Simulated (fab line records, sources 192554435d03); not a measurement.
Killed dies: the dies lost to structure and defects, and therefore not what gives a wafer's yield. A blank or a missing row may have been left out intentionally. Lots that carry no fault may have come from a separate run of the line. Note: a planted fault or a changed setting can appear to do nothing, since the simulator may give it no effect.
Comparing a struck lot with a sound one    flow n5Finfet    37 steps out of a route of 1938
Sound: the wafers L710.2, L710.3, L710.4. Struck: wafers L697.2, L697.5 (left out: L697.4, a lot-mate that was not struck); the cause follows at the end.
For every step that has rows: the tool of each side, followed by ch and its chambers, followed by its first start. Under that, the readings that differ: sound wafers    struck wafers    difference of the means    sigmas: that difference in standard deviations of wafers without a fault.
alike: same words and numbers on both sides, and readings whose means sit less than 2 such deviations apart. not compared: any withheld reading, any reading some wafer has no value for, any bound like >300 that may hide the same value, and any number with overlapping values for which the record gives no deviation.
Wherever a step has rows on one side only, a row that says differs or no value, or a row with sigmas, the two part there. Numbers that have no deviation but don't overlap get no sigmas and don't part them. A reading missing from all wafers of one side parts the sides only when that side holds two or more wafers.

first, 9 steps without rows for these wafers: N5_BEOL_M9_DESCUM_33 (chemistry O2, time 7 s); N5_BEOL_M9_ETCH_76 (etches underlayer in N2/H2, target depth 6.5 nm, time 5.2 s); N5_BEOL_M9_ETCH_65 (etches SiARC in CF4, target depth 15.6 nm, time 26 s); N5_BEOL_M9_ETCH_66 (etches SOC in N2/H2, target depth 80 nm, overetch 16 nm, time 120 s); N5_BEOL_M9_STRIP_69 (strips in N2/H2); N5_BEOL_M9_STRIP_77 (strips in N2/H2); N5_BEOL_M9_VIA_ETCH_34 (etches SiCOH lowk in C4F6/O2, target depth 182.4 nm, time 68.4 s); N5_BEOL_M9_STRIP_73 (strips in C4F6/O2); N5_BEOL_M9_STRIP_36 (strips in N2/H2).
N5_BEOL_M9_TRENCH_ETCH_37: etches SiCOH lowk in C4F6/O2, target depth 151.43 nm, time 49 s.
  sound on rieDiel-02 ch 1,2,3, day 13 22:37; struck on rieDiel-04 ch 2,3, day 11 00:46
reading                                    sound              struck       difference  sigmas
drypumpMotorCurrentA (A)                   5.2 5.6 4.9        5.7 6.4      +0.8        +2
model.etch.depthNm (nm)                    146.6 148.2 149.5  125.1 126.3  -22.4       
model.BEOL_M9.featureDepthNm (nm)          146.6 148.2 149.4  125.2 126.4  -22.3       
model.TiN_of_BEOL_M9_HM_DEP_02.thkNm (nm)  15.8 15.8 15.6     16.6 16.6    +0.9        
  alike: O2_flow_sccm, oesProductAu, rfVppV, showerheadPlenumPTorr, throttleValvePct
  not compared: rfHoursCounterH
then, 2 steps without rows for these wafers: N5_BEOL_M9_ETCH_41 (etches SiCN in CH3F/O2, target depth 36.6 nm, time 70.1 s); N5_BEOL_M9_STRIP_80 (strips in N2/H2, time 10 s).
N5_BEOL_M9_OCD_MEAS_38:
  sound: ocd-02 at day 13 22:47; struck: ocd-02 at day 11 00:56
reading             sound              struck       difference  sigmas
trenchDepthNm (nm)  146.3 148.1 149.4  125.6 126.4  -21.9       -9
then, 13 steps without rows for these wafers: N5_BEOL_M9_HM_STRIP_39 (strips TiN in peroxide tin strip, target depth 25 nm, time 158 s); N5_BEOL_M9_SRD_40 (time 30 s); N5_BEOL_M9_PRECLEAN_42 (cleans in residue remover, time 60 s); N5_BEOL_M9_SRD_43 (time 30 s); N5_BEOL_M9_CURE_72 (cures SiCOH lowk, time 120 s); N5_BEOL_M9_DEGAS_44 (time 60 s); N5_BEOL_M9_PRE_CLEAN_45 (time 30 s); N5_BEOL_M9_ALD_74 (deposits TaN, target thk 2 nm, pulse time 2 s, purge time 3 s); N5_BEOL_M9_SURFACE_TREAT_79; N5_BEOL_M9_CVD_78 (deposits Co from CCTBA/H2, target thk 2 nm, time 138.9 s); N5_BEOL_M9_SPUTTER_48 (material Cu, target thk 12 nm, time 2 s); N5_BEOL_M9_ECD_50 (material Cu, target thk 318 nm); N5_BEOL_M9_ANNEAL_51 (time 90 s).
N5_BEOL_M9_CMP_52: polishes, stops on SiCOH lowk, t overpolish 7 s, target thk 140 nm.
  sound on cmp-03 ch 0,2,3, day 14 00:29; struck on cmp-01 ch 1,2, day 11 04:49
reading                                sound          struck       difference  sigmas
model.Cu_of_BEOL_M9_ECD_50.thkNm (nm)  136 134 135.4  114.2 113.2  -21.4       
  alike: clearingPlatenDownForcePsi, headPressurePsi, motorCurrentA
N5_BEOL_M9_THK_MEAS_53: measures by xrf.
  sound: filmMetro-02 at day 14 00:47; struck: filmMetro-02 at day 11 05:06
reading      sound              struck       difference  sigmas
M9_THK (nm)  133.0 131.4 132.5  111.7 110.6  -21.2       -8
then, 2 steps without rows for these wafers: N5_BEOL_M9_PRE_CLEAN_55 (time 15 s); N5_BEOL_M9_DEP_56 (deposits SiCN from 3MS/NH3, target thk 15 nm, time 26.5 s).
N5_BEOL_M9_RS_MEAS_57: the measuring method here is four-point-probe.
  sound: filmMetro-01 at day 14 00:55; struck: filmMetro-01 at day 11 05:14
reading         sound              struck       difference  sigmas
M9_RS (ohm/sq)  0.156 0.158 0.156  0.189 0.191  +0.033      +10
then, 5 steps without rows for these wafers: N5_BEOL_M10_ILD_DEP_00 (deposits SiCOH lowk from DEMS/porogen, target thk 308.51 nm, time 58 s); N5_BEOL_M10_CURE_71 (cures SiCOH lowk, time 240 s); N5_BEOL_M10_PECVD_70 (deposits SiO2 from TEOS/O2, target thk 20 nm, time 22.7 s); N5_BEOL_M10_HM_DEP_02 (deposits TiN, target thk 20 nm); N5_BEOL_M10_COAT_59 (time 60 s, resist thk 100 nm).
N5_BEOL_M15_RC_MEAS_101:
  sound on prober-01 ch 0, day 15 19:49; struck on prober-01 ch 0, day 12 20:31
reading                    sound              struck       difference  sigmas
SERP_M13 (ohm/um)          0.317 0.298 0.316  0.294 0.300  -0.013      -2
SERP_M9 (ohm/um)           3.16 3.21 3.14     3.87 3.82    +0.67       +8
SERP_M9_max_site (ohm/um)  3.22 3.33 3.30     3.98 3.96    +0.69       +8
  alike: COMB_M10, COMB_M11, COMB_M12, COMB_M13, COMB_M14, COMB_M15, COMB_M5, COMB_M6, COMB_M7, COMB_M8, SERP_M10, SERP_M11, SERP_M12, SERP_M14, SERP_M14_max_site, SERP_M5, SERP_M6, SERP_M7, SERP_M8

== WHERE THEY PART ==
First at N5_BEOL_M9_TRENCH_ETCH_37; last, within this record, at N5_BEOL_M15_RC_MEAS_101.

WHY: what had been put in by the simulator
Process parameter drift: rieDiel-04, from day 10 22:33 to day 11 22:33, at N5_BEOL_M9_TRENCH_ETCH_37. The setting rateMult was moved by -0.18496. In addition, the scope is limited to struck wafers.
